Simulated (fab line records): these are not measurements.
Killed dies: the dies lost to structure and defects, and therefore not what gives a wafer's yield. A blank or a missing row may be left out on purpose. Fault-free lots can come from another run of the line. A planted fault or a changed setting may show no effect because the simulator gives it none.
fab line records	flow nandHarc
record: lots: 5	wafers: 15	lastDay: 23
route steps=1159 shown A_BLC@990 A_M0@994 END@1159
lots that met no fault: from a run of the same line without faults
startH: start of the lot's first displayed wafer, in hours after the record's first day	waitH: hours from the lot's prior step to this one	" identical to the entry in the row above	L1.1+2: one row covering several wafers at once	- no value present, or no start provided	* or withheld: withheld	< > ~ a bound
route shown NAME@n: NAME is a module with steps in the file, n the number in the route of the first one	usual: mean/standard deviation taken from wafers without a fault	same: alike in all rows	chamber/n: place in a boat	sites: the reading at each site	_std_site: the values' standard deviation	_edge_site: outer sites' mean less inner sites'	radiusMm: for every site, how far away it sits from the centre of the wafer	mask NAME#n: copy n	behind: tool/chamber where the wafer was last shaped	hold: what put the lot on hold/how long, in hours/how the hold closed	device: the n, p or np transistor that did not switch	end of line: tests run on the same wafers once the route is complete	where a step has no rows: the recipe by itself	killed: count of dies lost to structure and defects at first sort (not the wafer's yield)	map: per-die view of a wafer (x killed, . not killed, _ where there is no die)
set.NAME: setting as actually run; set.NAME@STEP: the setting as run at that earlier step	model.NAME: the simulator's own value behind a step, which no gauge read
lots at some steps of the route; a table a step, a row a wafer
services: from which hour (startH, from the record's first day; less than 0 if before it) a tool's chamber was out of use, for how many hours, and why
== steps ==
step: NHARC_A_BLC_CMP_25
recipe: tOverpolishS: 30	targetThkNm: 150
usual: edgeZonePressureFrac: 1.001/0.0048	motorCurrentA: 11.8/1.2	overpolishRunS: 30.000/0.0088	timeToEndpointS: 29.7/2.6
lot.wafer	tool	chamber	startH	waitH	edgeZonePressureFrac	motorCurrentA	overpolishRunS	timeToEndpointS
L440.4	cmp-04	3	394.84	0.3	0.999	11.2	30.019	31.3
L440.1	"	0	"	"	0.991	11.9	30.010	33.5
L440.5	"	2	"	"	1.000	11.4	29.994	31.0
L443.3	cmp-02	0	419.54	0.2	0.998	11.1	29.990	34.5
L443.4	"	2	"	"	0.996	14.2	30.015	28.7
L443.5	"	0	"	"	1.005	11.4	30.003	32.1
L452.3	cmp-02	1	476.41	0.4	0.994	11.4	30.007	27.7
L452.6	"	0	"	"	1.002	10.8	30.017	30.1
L452.5	"	1	"	"	1.006	11.1	29.994	24.5
L459.2	cmp-04	0	507.56	0.4	0.994	11.7	29.999	30.1
L459.4	"	1	"	"	1.001	11.9	30.011	28.7
L459.5	"	3	"	"	1.007	10.8	29.997	27.8
L457.4	cmp-04	3	509.29	0.4	1.000	11.5	29.991	29.5
L457.1	"	2	"	"	1.002	11.7	30.003	31.0
L457.5	"	0	"	"	0.996	11.9	29.983	29.8
step: NHARC_A_BLC_SRD_27
step: NHARC_A_BLC_INSPECT_28
usual: rawDefectCount: 441/140
lot.wafer	tool	chamber	startH	waitH	rawDefectCount
L440.1	defectInspect-02	-	395.23	0.1	439
L440.4	"	-	"	"	519
L440.5	"	-	"	"	286
L443.3	defectInspect-02	-	419.95	0.1	377
L443.4	"	-	"	"	475
L443.5	"	-	"	"	340
L452.3	defectInspect-01	-	476.80	0.1	464
L452.5	"	-	"	"	253
L452.6	"	-	"	"	307
L459.2	defectInspect-02	-	507.95	0.1	280
L459.4	"	-	"	"	416
L459.5	"	-	"	"	538
L457.1	defectInspect-02	-	509.71	0.1	690
L457.4	"	-	"	"	348
L457.5	"	-	"	"	435
step: NHARC_A_M0_DEP_00
recipe: targetThkA: 1500	targetThkNm: 150	tempC: withheld	pressureTorr: 5	flowSccm: 200	rfW: 600	material: SiOC
step: NHARC_A_M0_DEHYDRATE_01
recipe: tempC: 150	timeS: 120
step: NHARC_A_M0_HMDS_02
recipe: timeS: 30
step: NHARC_A_M0_COAT_33
recipe: tempC: 200	timeS: 65
step: NHARC_A_M0_COAT_03
recipe: spinRpm: 1500	resistThkNm: 90
step: NHARC_A_M0_SOFTBAKE_04
recipe: tempC: 105	timeS: 55
step: NHARC_A_M0_EBR_05
step: NHARC_A_M0_EXPOSE_06
recipe: na: 1.35	targetCdNm: 80	doseMj: 83.25	maskId: A_M0
step: NHARC_A_M0_PEB_07
recipe: pebTempC: 100	pebTimeS: 65
lot.wafer	tool	chamber	startH	waitH
L440.1+4+5	lithoTrack-06	0	396.08	0.1
L443.3+4+5	lithoTrack-04	0	420.98	0.0
L452.3+5+6	lithoTrack-04	0	477.62	0.1
L459.2+4+5	lithoTrack-06	0	508.77	0.1
L457.1+4+5	lithoTrack-06	0	510.40	0.1
step: NHARC_A_M0_DEVELOP_08
recipe: developTimeS: 35	devTempC: 23
step: NHARC_A_M0_CD_MEAS_09
recipe: targetCdNm: 80	landingEnergyEv: 500
usual: cdNm: 80.3/0.67
lot.wafer	tool	chamber	startH	waitH	cdNm
L440.1	cdSem-01	0	396.16	-	78.9
L440.4	"	0	"	"	78.6
L440.5	"	0	"	"	79.5
L443.3	cdSem-02	0	421.07	-	81.1
L443.4	"	0	"	"	80.2
L443.5	"	0	"	"	80.4
L452.3	cdSem-01	0	477.71	-	80.6
L452.5	"	0	"	"	81.1
L452.6	"	0	"	"	85.5
L459.2	cdSem-02	0	508.85	-	80.9
L459.4	"	0	"	"	80.9
L459.5	"	0	"	"	80.5
L457.1	cdSem-03	0	510.48	-	81.2
L457.4	"	0	"	"	79.8
L457.5	"	0	"	"	79.8
step: NHARC_A_M0_OVL_MEAS_10
recipe: pitchNm: 160
usual: overlayXNm: 0.1/0.81	overlayYNm: -0.2/0.71
lot.wafer	tool	chamber	startH	waitH	overlayXNm	overlayYNm
L440.1	overlay-01	-	396.25	-	1.4	-0.8
L440.4	"	-	"	"	0.4	-0.7
L440.5	"	-	"	"	0.9	-0.9
L443.3	overlay-01	-	421.15	-	-1.3	-0.7
L443.4	"	-	"	"	-1.3	-0.5
L443.5	"	-	"	"	-0.5	-0.7
L452.3	overlay-02	-	477.79	-	-0.6	-0.1
L452.5	"	-	"	"	-1.3	-0.7
L452.6	"	-	"	"	-1.2	-0.9
L459.2	overlay-01	-	508.94	-	-1.3	-0.8
L459.4	"	-	"	"	-1.6	-1.3
L459.5	"	-	"	"	-1.4	-0.9
L457.1	overlay-02	-	510.57	-	0.7	-0.8
L457.4	"	-	"	"	0.2	-0.8
L457.5	"	-	"	"	0.3	-0.7
step: NHARC_A_M0_INSPECT_11
usual: rawDefectCount: 31/14
lot.wafer	tool	chamber	startH	waitH	rawDefectCount
L440.1	defectInspect-02	-	396.29	0.0	18
L440.4	"	-	"	"	10
L440.5	"	-	"	"	19
L443.3	defectInspect-01	-	421.19	0.0	38
L443.4	"	-	"	"	30
L443.5	"	-	"	"	29
L452.3	defectInspect-01	-	477.83	0.0	9
L452.5	"	-	"	"	9
L452.6	"	-	"	"	9
L459.2	defectInspect-02	-	508.97	0.0	59
L459.4	"	-	"	"	74
L459.5	"	-	"	"	46
L457.1	defectInspect-01	-	510.61	0.0	48
L457.4	"	-	"	"	51
L457.5	"	-	"	"	42
step: NHARC_A_M0_DESCUM_14
recipe: timeS: 3	o2FlowSccm: 200	arFlowSccm: 0	biasPowerW: 0	chemistry: O2
usual: drypumpMotorCurrentA: 5.6/0.41	oesProductAu: 1.000/0.011	rfVppV: 57.7/0.85	showerheadPlenumPTorr: 1.89/0.086	throttleValvePct: 11.310/0.0079
lot.wafer	tool	chamber	startH	waitH	drypumpMotorCurrentA	oesProductAu	rfHoursCounterH	rfVppV	showerheadPlenumPTorr	throttleValvePct	model.A_M0.cdNm
L440.1	rieDiel-02	2	396.37	0.1	5.5	0.995	3	57.3	2.01	11.306	79.6
L440.4	"	1	"	"	6.2	0.980	-	56.6	1.79	11.314	78.14
L440.5	"	2	"	"	5.5	0.996	-	58.6	2.01	11.312	79.57
L443.3	rieDiel-02	3	421.27	0.1	5.4	1.004	5	58.4	1.89	11.317	81.69
L443.4	"	0	"	"	5.0	1.008	5	57.2	1.82	11.317	80.1
L443.5	"	1	"	"	6.1	0.987	-	56.6	1.79	11.307	80.37
L452.3	rieDiel-02	1	477.91	0.1	6.2	0.979	8	59.1	1.79	11.317	80.4
L452.5	"	2	"	"	5.5	0.985	-	57.8	2.01	11.302	81.3
L452.6	"	3	"	"	5.4	0.992	-	58.0	1.89	11.319	86.04
L459.4	rieDiel-09	2	509.03	0.1	5.2	0.993	5	59.1	2.00	11.326	81.28
L459.2	"	1	"	"	6.4	0.988	6	57.3	2.02	11.306	81.63
L459.5	"	2	"	"	5.2	0.992	-	57.8	2.00	11.312	81.27
L457.4	rieDiel-09	1	510.67	0.1	6.4	0.992	6	59.0	2.02	11.297	80.16
L457.1	"	2	"	"	5.2	1.008	5	57.9	2.00	11.316	81.89
L457.5	"	2	"	"	5.2	0.990	-	57.0	2.00	11.308	80.91
step: NHARC_A_M0_ETCH_34
recipe: targetDepthA: 400	overetchA: 120	timeS: 43.94	ionEnergyEv: 200	n2FlowSccm: 150	h2FlowSccm: 150	arFlowSccm: 0	rfW: 400	biasW: 150	chemistry: N2/H2
usual: drypumpMotorCurrentA: 5.6/0.41	oesProductAu: 0.998/0.011	rfVppV: 429.8/2.8	showerheadPlenumPTorr: 2.02/0.095	throttleValvePct: 14.170/0.0094
lot.wafer	tool	chamber	startH	waitH	drypumpMotorCurrentA	oesProductAu	rfHoursCounterH	rfVppV	showerheadPlenumPTorr	throttleValvePct
L440.1	rieDiel-02	2	396.46	0.1	5.5	0.998	3	432.5	2.14	14.176
L440.4	"	1	"	"	6.2	0.986	-	426.3	1.91	14.166
L440.5	"	0	"	"	5.0	1.009	-	428.5	1.94	14.170
L443.3	rieDiel-02	0	421.33	0.1	5.0	1.018	5	427.6	1.93	14.148
L443.4	"	1	"	"	6.2	0.997	5	425.5	1.91	14.167
L443.5	"	0	"	"	5.0	1.020	-	428.1	1.93	14.179
L452.3	rieDiel-02	1	477.97	0.1	6.2	0.991	8	427.2	1.91	14.168
L452.6	"	1	"	"	6.1	0.988	-	426.9	1.91	14.183
L452.5	"	2	"	"	5.5	0.996	-	433.5	2.14	14.174
L459.2	rieDiel-09	0	509.13	0.1	6.4	0.988	5	426.2	1.94	14.178
L459.4	"	1	"	"	6.4	0.978	6	434.0	2.15	14.179
L459.5	"	2	"	"	5.2	0.983	-	433.3	2.14	14.180
L457.1	rieDiel-09	1	510.76	0.1	6.3	0.992	6	433.5	2.15	14.179
L457.4	"	2	"	"	5.2	0.983	5	432.7	2.14	14.168
L457.5	"	1	"	"	6.4	0.989	-	435.5	2.15	14.180
step: NHARC_A_M0_ETCH_15
recipe: targetDepthA: 1500	overetchA: 150	timeS: 82.5	c4f8FlowSccm: withheld	arFlowSccm: 400	rfW: 600	biasW: 300	chemistry: C4F8/Ar
usual: oesProductAu: 0.949/0.022	rfVppV: 440.0/2.8
lot.wafer	tool	chamber	startH	waitH	oesProductAu	rfHoursCounterH	rfVppV	model.A_M0.cdNm
L440.1	rieDiel-02	0	-	-	0.978	4	437.2	79.68
L440.5	"	2	"	"	0.963	-	443.3	79.31
L440.4	"	1	"	"	0.952	-	438.1	77.85
L443.4	rieDiel-02	1	-	-	0.957	5	436.4	79.69
L443.3	"	0	"	"	0.990	6	439.2	81.92
L443.5	"	1	"	"	0.946	-	437.5	80.63
L452.3	rieDiel-02	3	-	-	0.959	7	439.5	79.81
L452.6	"	3	"	"	0.962	-	440.6	85.66
L452.5	"	0	"	"	0.996	-	438.5	81.82
L459.4	rieDiel-09	3	-	-	0.971	2	438.1	80.92
L459.2	"	0	"	"	0.971	5	437.8	82.4
L459.5	"	2	"	"	0.951	-	442.4	81.73
L457.1	rieDiel-09	1	-	-	0.955	6	443.4	81.28
L457.4	"	2	"	"	0.957	5	443.4	80.57
L457.5	"	0	"	"	0.973	-	439.0	80.39
step: NHARC_A_M0_CD_MEAS_16
usual: cdNm: 80.4/0.88
lot.wafer	tool	chamber	startH	waitH	cdNm
L440.1	cdSem-01	-	396.69	-	79.4
L440.4	"	-	"	"	78.0
L440.5	"	-	"	"	79.5
L443.3	cdSem-02	-	421.55	-	81.8
L443.4	"	-	"	"	79.6
L443.5	"	-	"	"	81.0
L452.3	cdSem-01	-	478.20	-	79.6
L452.5	"	-	"	"	81.9
L452.6	"	-	"	"	85.5
L459.2	cdSem-02	-	509.34	-	82.6
L459.4	"	-	"	"	81.1
L459.5	"	-	"	"	81.6
L457.1	cdSem-02	-	510.97	-	81.1
L457.4	"	-	"	"	80.4
L457.5	"	-	"	"	80.1
step: NHARC_END_SORT_01
recipe: tempC: 25
usual: defectLimitedYield: 95.4/1.5	killedAtArray: 27/9.9	killedAtOther: 0.6/0.84	killedAtPeriphery: 3.7/2.5	killedDies: 31/9.9	killedOpen: 3.0/1.6	killedShort: 1.9/1.2	sort_bin_2_pct: 1.5/0.6	sort_bin_3_pct: 0.26/0.21	sort_bin_4_pct: 2.9/0.98	sortNPass: 646/9.9	sortRimYieldPct: 96.3/2.4	sortYieldPct: 95.4/1.5
same: grossDies: 677	sort_bin_5_pct[%]: 0	sort_bin_6_pct[%]: 0	sort_bin_7_pct[%]: 0	sort_bin_8_pct[%]: 0	sortRimNGross: 106.00
lot.wafer	tool	chamber	startH	waitH	defectLimitedYield[%]	killedAtArray	killedAtOther	killedAtPeriphery	killedDies	killedOpen	killedShort	sort_bin_2_pct[%]	sort_bin_3_pct[%]	sort_bin_4_pct[%]	sortNPass	sortRimYieldPct[%]	sortYieldPct[%]
L440.1	prober-02	0	441.96	2.5	96.3	19	1	5	25	2	2	0.9	0.15	2.7	652	95.3	96.3
L440.4	prober-02	0	444.32	3.3	97.6	12	0	4	16	4	0	0.6	0	1.8	661	97.2	97.6
L440.5	prober-02	0	445.11	3.6	96.0	20	2	5	27	4	1	1.8	0	2.2	650	95.3	96.0
L443.3	prober-01	0	462.80	3.1	94.4	32	0	6	38	5	2	1.2	0.59	3.8	639	95.3	94.4
L443.4	prober-01	0	463.60	3.4	95.3	30	1	1	32	7	1	1.6	0.30	2.8	645	99.1	95.3
L443.5	prober-01	0	464.40	3.7	95.1	29	0	4	33	7	1	1.9	0.30	2.7	644	95.3	95.1
L452.3	prober-02	0	521.32	3.1	97.5	13	0	4	17	4	3	0.7	0	1.8	660	98.1	97.5
L452.5	prober-02	0	522.93	3.7	97.5	11	1	5	17	3	3	0.7	0	1.8	660	96.2	97.5
L452.6	prober-02	0	523.73	4.0	97.6	11	0	5	16	2	3	0.9	0.30	1.2	661	99.1	97.6
L457.1	prober-01	0	550.54	2.5	93.9	36	2	3	41	3	0	3.0	0.15	3.0	636	99.1	93.9
L457.4	prober-01	0	552.95	3.4	93.6	40	0	3	43	2	2	2.4	0.59	3.4	634	97.2	93.6
L457.5	prober-01	0	553.75	3.7	94.8	33	0	2	35	1	3	1.9	0.30	3.0	642	99.1	94.8
L459.2	prober-02	0	551.35	2.8	93.8	39	0	3	42	3	3	2.7	0.30	3.2	635	92.5	93.8
L459.4	prober-02	0	552.95	3.4	90.3	63	0	3	66	2	3	2.5	0.74	6.5	611	98.1	90.3
L459.5	prober-02	0	553.76	3.7	94.8	33	0	2	35	1	2	1.5	0	3.7	642	93.4	94.8
killed by level:class
L440.1 A_SLIT:chamberFilmFlake=9 A_CHANNEL_HOLE_D1:chamberFilmFlake=3 A_CONTACT:chamberFilmFlake=3 P_BONDPAD:chamberFilmFlake=2 A_WL_FILL:chamberFilmFlake=2 P_M0:geometricParticle:short=1 P_M1:geometricParticle:open=1 A_ONON_D1:geometricParticle:open=1
L440.4 A_SLIT:chamberFilmFlake=6 P_GATE:chamberFilmFlake=2 P_M0:geometricParticle:open=1 A_SGD_CUT:geometricParticle:open=1 A_WL_FILL:geometricParticle:open=1 A_CONTACT:geometricParticle:open=1 A_CONTACT:chamberFilmFlake=1 P_ZERO_WELL:chamberFilmFlake=1
L440.5 A_SLIT:chamberFilmFlake=11 A_STAIRCASE:chamberFilmFlake=3 P_GATE:geometricParticle:open=2 P_GATE:chamberFilmFlake=2 THIN_TSV:chamberFilmFlake=2 A_SOURCE_PLATE:geometricParticle:short=1 A_CHANNEL_HOLE_D1:geometricParticle:open=1 A_CHANNEL_FILL_D1:geometricParticle:open=1
L443.3 A_CHANNEL_HOLE_D1:chamberFilmFlake=9 A_SLIT:chamberFilmFlake=9 A_CONTACT:chamberFilmFlake=5 P_M0:geometricParticle:open=2 A_ONON_D1:geometricParticle:open=2 P_GATE:chamberFilmFlake=2 A_STAIRCASE:chamberFilmFlake=2 A_BONDPAD:chamberFilmFlake=2
L443.4 A_CHANNEL_HOLE_D1:chamberFilmFlake=14 A_SLIT:chamberFilmFlake=7 A_CONTACT:chamberFilmFlake=2 P_M0:geometricParticle:open=1 A_ONON_D1:geometricParticle:open=1 A_CHANNEL_FILL_D1:geometricParticle:short=1 A_CHANNEL_FILL_D1:geometricParticle:open=1 A_CONTACT:geometricParticle:open=1
L443.5 A_SLIT:chamberFilmFlake=9 A_CHANNEL_HOLE_D1:chamberFilmFlake=6 A_BLC:geometricParticle:open=3 P_GATE:chamberFilmFlake=3 A_STAIRCASE:chamberFilmFlake=3 A_CONTACT:geometricParticle:open=2 A_CONTACT:chamberFilmFlake=2 P_M0:geometricParticle:short=1
L452.3 A_CHANNEL_FILL_D1:chamberFilmFlake=4 P_CONTACT:chamberFilmFlake=2 A_CHANNEL_HOLE_D1:chamberFilmFlake=2 P_STI:geometricParticle:short=1 P_M0:geometricParticle:open=1 A_SOURCE_PLATE:geometricParticle:short=1 A_CHANNEL_FILL_D1:geometricParticle:open=1 A_WL_FILL:geometricParticle:open=1
L452.5 P_ZERO_WELL:chamberFilmFlake=3 A_CHANNEL_HOLE_D1:chamberFilmFlake=3 P_M0:geometricParticle:short=1 A_CHANNEL_FILL_D1:geometricParticle:open=1 A_CONTACT:geometricParticle:open=1 A_CONTACT:geometricParticle:short=1 A_M0:geometricParticle:open=1 STARTING-WAFER:geometricParticle:short=1
L452.6 A_CHANNEL_HOLE_D1:chamberFilmFlake=4 P_ZERO_WELL:chamberFilmFlake=3 P_M1:geometricParticle:short=1 A_ONON_D1:geometricParticle:open=1 A_CHANNEL_FILL_D1:geometricParticle:short=1 A_WL_FILL:geometricParticle:short=1 A_M0:geometricParticle:open=1 P_CONTACT:chamberFilmFlake=1
L457.1 A_SLIT:chamberFilmFlake=19 A_CHANNEL_HOLE_D1:chamberFilmFlake=9 A_STAIRCASE:chamberFilmFlake=3 A_CONTACT:chamberFilmFlake=3 A_CONTACT:geometricParticle:open=2 P_STI:chamberFilmFlake=2 THIN_TSV:chamberFilmFlake=2 P_M1:geometricParticle:open=1
L459.2 A_SLIT:chamberFilmFlake=24 A_CHANNEL_HOLE_D1:chamberFilmFlake=5 A_CONTACT:chamberFilmFlake=3 A_WL_FILL:geometricParticle:short=2 A_SGD_CUT:chamberFilmFlake=2 P_CONTACT:geometricParticle:open=1 P_M0:geometricParticle:open=1 A_CHANNEL_FILL_D1:geometricParticle:short=1
L457.4 A_SLIT:chamberFilmFlake=23 A_CHANNEL_HOLE_D1:chamberFilmFlake=6 A_CONTACT:chamberFilmFlake=6 P_CONTACT:geometricParticle:open=1 A_SGD_CUT:geometricParticle:short=1 A_WL_FILL:geometricParticle:open=1 A_WL_FILL:geometricParticle:short=1 P_STI:chamberFilmFlake=1
L459.4 A_SLIT:chamberFilmFlake=26 A_CHANNEL_HOLE_D1:chamberFilmFlake=23 A_STAIRCASE:chamberFilmFlake=4 A_SGD_CUT:chamberFilmFlake=2 A_CONTACT:chamberFilmFlake=2 A_ONON_D1:geometricParticle:short=1 A_CHANNEL_FILL_D1:geometricParticle:short=1 A_WL_FILL:geometricParticle:short=1
L457.5 A_SLIT:chamberFilmFlake=17 A_CONTACT:chamberFilmFlake=6 A_CHANNEL_HOLE_D1:chamberFilmFlake=4 A_STAIRCASE:chamberFilmFlake=2 P_M0:geometricParticle:short=1 A_CHANNEL_HOLE_D1:geometricParticle:open=1 A_SLIT:geometricParticle:short=1 A_M0:geometricParticle:short=1
L459.5 A_SLIT:chamberFilmFlake=16 A_CHANNEL_HOLE_D1:chamberFilmFlake=10 P_M0:chamberFilmFlake=2 A_STAIRCASE:chamberFilmFlake=2 A_SGD_CUT:chamberFilmFlake=2 A_SOURCE_PLATE:geometricParticle:short=1 A_CONTACT:geometricParticle:open=1 A_BLC:geometricParticle:short=1
== services ==
tool	chamber	startH	hours	kind
rieDiel-02	0	382.32	4.0	repair
rieDiel-02	3	383.00	14.7	repair
rieDiel-02	1	385.71	-	clean
rieDiel-02	2	385.71	-	clean
cmp-04	-	399.00	4.0	pm
rieDiel-09	1	406.07	16.1	repair
rieDiel-02	0	410.21	-	clean
rieDiel-02	1	410.21	-	clean
rieDiel-02	2	410.21	-	clean
rieDiel-02	3	410.21	-	clean
cmp-02	-	422.50	4.0	pm
rieDiel-09	-	431.11	9.0	pm
rieDiel-02	0	434.71	-	clean
rieDiel-02	1	434.71	-	clean
rieDiel-02	2	434.71	-	clean
rieDiel-02	3	434.71	-	clean
cmp-02	-	453.93	3.4	repair
cmp-04	-	463.06	1.6	repair
lithoTrack-06	-	467.00	7.0	pm
lithoTrack-04	-	491.00	7.0	pm
rieDiel-09	3	493.57	15.1	repair
cmp-04	-	497.00	4.0	pm
rieDiel-09	0	497.16	3.3	repair
rieDiel-02	-	504.71	9.0	pm
== key ==
firstSign: step: NHARC_A_M0_CD_MEAS_09	reading: cdNm	direction: up	sigmas: 7.9	usual: 80.3	struck: 85.5
effect: step: NHARC_A_M0_CD_MEAS_16	reading: cdNm	direction: up	sigmas: 5.9	usual: 80.4	struck: 85.5
modelEffect: step: NHARC_A_M0_DESCUM_14	value: A_M0.cdNm	without: 80.96	struck: 86.04
modelEffect: step: NHARC_A_M0_ETCH_15	value: A_M0.cdNm	without: 80.58	struck: 85.66
metAt NHARC_A_M0_PEB_07
struckWafers L452.6
onsetBetween 420.98 477.62
fault: kind: processParameterDrift	tool: lithoTrack-04	chamber: -	onsetH: 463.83	steps: NHARC_A_M0_PEB_07	channel: pebTimeS	offset: *	shape: step	endH: 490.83	scope: struckWafersOnly	actsIn: *	stated: *
